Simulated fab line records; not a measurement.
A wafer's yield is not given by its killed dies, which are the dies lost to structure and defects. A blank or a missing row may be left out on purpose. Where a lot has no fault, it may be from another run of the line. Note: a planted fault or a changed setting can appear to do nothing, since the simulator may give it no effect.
One fault seen from 2 desks + flow nand-harc + each desk has only its own numbers; what lay behind them comes last

== DESK OF THE TOOL OWNER: rie-diel-01 ==
The tool's own readings at NHARC_A_CHANNEL_HOLE_D1_ETCH_44 (etches the open film in CF4/O2, target depth 140 nm, overetch 14 nm, time 77 s): means of the sampled wafers that have a number, for each lot that ran on this tool. Marked OUT: a lot whose mean sits more than 4 standard deviations from the usual mean, which makes it out of limits; the brackets give that distance.
Columns: A = drypump-motor-current-A at NHARC_A_CHANNEL_HOLE_D1_ETCH_44, usual 5.6 A; B = oes-product-au at NHARC_A_CHANNEL_HOLE_D1_ETCH_44, usual 1.000 a.u.; C = rf-vpp-V at NHARC_A_CHANNEL_HOLE_D1_ETCH_44, usual 197.7 V; D = showerhead-plenum-p-Torr at NHARC_A_CHANNEL_HOLE_D1_ETCH_44, usual 1.33 Torr; E = throttle-valve-pct at NHARC_A_CHANNEL_HOLE_D1_ETCH_44, usual 13.396 %
| lot  | first seen here | A   | B     | C     | D    | E      |
|------|-----------------|-----|-------|-------|------|--------|
| L837 | day 12 00:26    | 5.6 | 1.011 | 197.5 | 1.32 | 13.396 |
| L838 | day 12 07:43    | 5.7 | 1.004 | 198.4 | 1.35 | 13.403 |
| L845 | day 15 02:20    | 5.7 | 0.989 | 197.3 | 1.30 | 13.407 |
| L846 | day 15 14:29    | 5.4 | 0.993 | 197.0 | 1.34 | 13.389 |
| L847 | day 16 05:37    | 5.3 | 1.006 | 199.0 | 1.36 | 13.387 |
| L851 | day 17 17:18    | 5.3 | 0.996 | 198.4 | 1.36 | 13.395 |
| L852 | day 18 00:20    | 5.4 | 0.989 | 197.7 | 1.34 | 13.399 |
| L853 | day 18 13:15    | 5.3 | 0.990 | 197.1 | 1.32 | 13.399 |
This desk's finding: nothing out of limits on any of the 8 lots.

== THE DEFECT DESK ==
Per lot, the means of the sampled wafers with a number show what the inspections along the route counted. Marked OUT: a lot whose mean sits more than 4 standard deviations from the usual mean, which makes it out of limits; the brackets give that distance.
Columns: A = raw-defect-count at NHARC_A_CHANNEL_HOLE_D1_INSPECT_40, usual 68
| lot  | first seen here | A              |
|------|-----------------|----------------|
| L831 | day 9 14:37     | 41             |
| L837 | day 12 01:24    | 1447 (+63) OUT |
| L838 | day 12 08:41    | 1468 (+64) OUT |
| L842 | day 14 00:09    | 74             |
| L845 | day 15 03:19    | 55             |
| L846 | day 15 15:26    | 90             |
| L847 | day 16 06:56    | 62             |
| L850 | day 17 04:23    | 67             |
| L851 | day 17 18:23    | 39             |
| L852 | day 18 01:26    | 69             |
| L853 | day 18 14:37    | 37             |
This desk's verdict: out of limits on L837, L838, starting with L837 at day 12 01:24 (raw-defect-count at NHARC_A_CHANNEL_HOLE_D1_INSPECT_40). L831, L842, L845, L846, L847, L850, L851, L852, L853: within limits.

== ALL TOGETHER ==
The defect desk could have raised an alarm at day 12 01:24, on L837, L838.
Nothing out of limits was seen by the tool owner's desk.
On record at the tool owner's desk: L837, L838, within its limits.
On rie-diel-01, each named lot ran NHARC_A_CHANNEL_HOLE_D1_ETCH_44.

== WHAT THE SIMULATOR HAD INSERTED ==
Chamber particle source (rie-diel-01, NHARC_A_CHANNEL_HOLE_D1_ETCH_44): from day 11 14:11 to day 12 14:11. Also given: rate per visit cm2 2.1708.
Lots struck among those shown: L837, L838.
Hours from the fault's start to each desk's first reading out of limits: the defect desk, 11.
